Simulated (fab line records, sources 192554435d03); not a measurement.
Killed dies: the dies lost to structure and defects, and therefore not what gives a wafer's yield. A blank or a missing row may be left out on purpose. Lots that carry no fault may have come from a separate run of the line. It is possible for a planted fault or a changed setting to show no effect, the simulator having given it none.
Which tool is to blame? -- flow n5 finfet -- 24 lots with 72 wafers sampled at 4 steps, on a route of 1938 steps

WHAT THE GAUGES READ, wafer by wafer
N5_BEOL_M10_CD_MEAS_18: pitch 140 nm, target cd 70 nm.
lot,measured,on,cd nm (nm)
L074,day 9 20:11,cd sem-03,71.5 70.6 69.7
L075,day 9 20:32,cd sem-01,69.5 69.5 68.8
L076,day 10 15:23,cd sem-01,69.9 69.8 70.4
L077,day 10 16:02,cd sem-03,70.1 69.0 69.4
L078,day 10 22:23,cd sem-01,69.6 69.0 70.4
L081,day 11 14:42,cd sem-01,69.6 70.1 69.6
L079,day 11 18:18,cd sem-02,70.0 71.1 71.5
L080,day 11 19:30,cd sem-01,71.1 70.5 70.6
L082,day 12 02:18,cd sem-03,70.1 70.3 69.5
L083,day 12 15:29,cd sem-03,71.5 71.4 72.1
L084,day 12 23:37,cd sem-03,70.7 72.0 70.4
L085,day 13 03:22,cd sem-02,70.8 70.6 71.1
L086,day 13 06:09,cd sem-03,70.2 70.5 71.1
L088,day 13 16:13,cd sem-02,69.7 70.0 70.8
L087,day 13 20:01,cd sem-03,69.0 69.7 70.1
L089,day 14 01:08,cd sem-02,70.9 70.2 71.0
L091,day 14 08:11,cd sem-03,71.3 71.1 70.8
L090,day 14 11:41,cd sem-02,69.5 68.9 69.1
L093,day 14 23:58,cd sem-02,68.9 69.4 69.7
L092,day 15 01:37,cd sem-03,69.6 69.3 68.8
L095,day 15 08:35,cd sem-01,71.4 70.7 70.5
L097,day 15 08:43,cd sem-02,69.3 69.0 70.7
L094,day 15 12:21,cd sem-01,70.3 70.6 70.6
L096,day 15 12:30,cd sem-01,71.5 70.9 70.1

WHICH TOOL RAN EACH LOT (tool, then ch and the chambers of the sampled wafers, then the start)
lot,N5_BEOL_M9_SURFACE_TREAT_79,N5_BEOL_M9_ANNEAL_51,N5_BEOL_M10_CURE_71
L074,"pvd sputter-01, day 9 14:25","rtp anneal-01 ch 0, day 9 15:35","uv cure-03 ch 0, day 9 16:33"
L075,"pvd sputter-03, day 9 15:53","rtp anneal-02 ch 0, day 9 16:28","uv cure-03 ch 0, day 9 17:24"
L076,"pvd sputter-03, day 10 11:16","rtp anneal-02 ch 0, day 10 12:15","uv cure-02 ch 1, day 10 13:13"
L077,"pvd sputter-01, day 10 11:21","rtp anneal-02 ch 0, day 10 12:26","uv cure-03 ch 2, day 10 13:18"
L078,"pvd sputter-03, day 10 17:37","rtp anneal-01 ch 0, day 10 18:25","uv cure-02 ch 1, day 10 19:22"
L081,"pvd sputter-02, day 11 10:55","rtp anneal-01 ch 0, day 11 11:30","uv cure-03 ch 1, day 11 12:22"
L079,"pvd sputter-03, day 11 13:02","rtp anneal-02 ch 0, day 11 13:33","uv cure-01 ch 1, day 11 14:29"
L080,"pvd sputter-01, day 11 14:11","rtp anneal-02 ch 0, day 11 16:31","uv cure-02 ch 1, day 11 17:23"
L082,"pvd sputter-01, day 11 21:28","rtp anneal-01 ch 0, day 11 22:05","uv cure-01 ch 1, day 11 23:05"
L083,"pvd sputter-01, day 12 11:34","rtp anneal-02 ch 0, day 12 12:26","uv cure-01 ch 0, day 12 13:24"
L084,"pvd sputter-03, day 12 18:54","rtp anneal-01 ch 0, day 12 19:29","uv cure-02 ch 1, day 12 20:26"
L085,"pvd sputter-01, day 12 23:17","rtp anneal-01 ch 0, day 12 23:46","uv cure-01 ch 0, day 13 00:43"
L086,"pvd sputter-03, day 13 03:03","rtp anneal-02 ch 0, day 13 03:39","uv cure-01 ch 0, day 13 04:33"
L088,"pvd sputter-01, day 13 11:51","rtp anneal-01 ch 0, day 13 12:54","uv cure-03 ch 0, day 13 14:02"
L087,"pvd sputter-02, day 13 15:51","rtp anneal-01 ch 0, day 13 16:53","uv cure-03 ch 0, day 13 17:47"
L089,"pvd sputter-01, day 13 18:27","rtp anneal-02 ch 0, day 13 19:59","uv cure-01 ch 1, day 13 21:06"
L091,"pvd sputter-02, day 14 04:30","rtp anneal-02 ch 0, day 14 05:23","uv cure-03 ch 1, day 14 06:19"
L090,"pvd sputter-01, day 14 06:46","rtp anneal-02 ch 0, day 14 07:22","uv cure-01 ch 2, day 14 08:29"
L093,"pvd sputter-03, day 14 19:14","rtp anneal-02 ch 0, day 14 19:44","uv cure-02 ch 2, day 14 20:38"
L092,"pvd sputter-03, day 14 19:37","rtp anneal-02 ch 0, day 14 20:32","uv cure-02 ch 0, day 14 21:35"
L095,"pvd sputter-01, day 15 03:21","rtp anneal-01 ch 0, day 15 03:56","uv cure-03 ch 2, day 15 04:48"
L097,"pvd sputter-03, day 15 03:53","rtp anneal-02 ch 0, day 15 04:20","uv cure-02 ch 1, day 15 05:16"
L094,"pvd sputter-03, day 15 08:08","rtp anneal-02 ch 0, day 15 08:56","uv cure-02 ch 2, day 15 09:55"
L096,"pvd sputter-02, day 15 08:27","rtp anneal-02 ch 0, day 15 09:12","uv cure-03 ch 1, day 15 10:18"
- N5_BEOL_M9_SURFACE_TREAT_79
- N5_BEOL_M9_ANNEAL_51: time 90 s.
- N5_BEOL_M10_CURE_71: cures SiCOH lowk, time 240 s.

WHAT THE TOOLS THEMSELVES READ (means of the sampled wafers that have a number; where no wafer has one, the mark that the record gives instead)
N5_BEOL_M9_ANNEAL_51.
lot,tool,wafer_temp_C_max
L074,rtp anneal-01,226.7
L075,rtp anneal-02,226.6
L076,rtp anneal-02,226.5
L077,rtp anneal-02,227.1
L078,rtp anneal-01,226.7
L081,rtp anneal-01,226.7
L079,rtp anneal-02,227.1
L080,rtp anneal-02,226.6
L082,rtp anneal-01,226.5
L083,rtp anneal-02,227.1
L084,rtp anneal-01,226.8
L085,rtp anneal-01,226.7
L086,rtp anneal-02,227.1
L088,rtp anneal-01,226.4
L087,rtp anneal-01,226.9
L089,rtp anneal-02,227.0
L091,rtp anneal-02,227.2
L090,rtp anneal-02,227.1
L093,rtp anneal-02,226.8
L092,rtp anneal-02,227.2
L095,rtp anneal-01,226.3
L097,rtp anneal-02,226.8
L094,rtp anneal-02,226.8
L096,rtp anneal-02,226.7

N5_BEOL_M10_CURE_71.
lot,tool,lamp power pct (%),wafer_temp_C_max
L074,uv cure-03,52.36,387.1
L075,uv cure-03,52.32,387.2
L076,uv cure-02,52.30,386.4
L077,uv cure-03,52.27,386.3
L078,uv cure-02,52.30,386.8
L081,uv cure-03,52.30,385.6
L079,uv cure-01,52.28,386.7
L080,uv cure-02,52.30,386.5
L082,uv cure-01,52.30,386.4
L083,uv cure-01,52.33,386.5
L084,uv cure-02,52.31,386.4
L085,uv cure-01,52.31,386.3
L086,uv cure-01,52.31,385.9
L088,uv cure-03,52.30,387.5
L087,uv cure-03,52.27,387.8
L089,uv cure-01,52.27,386.4
L091,uv cure-03,52.33,386.1
L090,uv cure-01,52.35,387.4
L093,uv cure-02,52.33,387.5
L092,uv cure-02,52.37,386.8
L095,uv cure-03,52.31,386.5
L097,uv cure-02,52.34,386.3
L094,uv cure-02,52.34,386.9
L096,uv cure-03,52.32,385.8

THE ANSWER, worked out from the rows above alone
Rule: what is usual is taken from the lots themselves. The widest of any qualifying gaps counts: lots, ordered by their means at a reading, are off when they make up no more than a third of the lots, leave a main group of 4 or more, and stand apart from it by 3 or more times the standard deviation of that group's means. Not used: any main group whose means are identical at the precision the tables above print for the reading. A lot without any number at a reading at which 4 lots or more have one is off too. The other lots that the step has rows for count as sound. The gauges are gone through in route order, then the tools' own readings, and for those a lot's mean is taken as printed above. The first step at which some lot is off is used, and at that step the reading that is off furthest; a lot without a number counts as furthest.
No lot is off on any of the readings shown, so nothing can be concluded from this.

WHAT THE SIMULATOR HAD PUT IN
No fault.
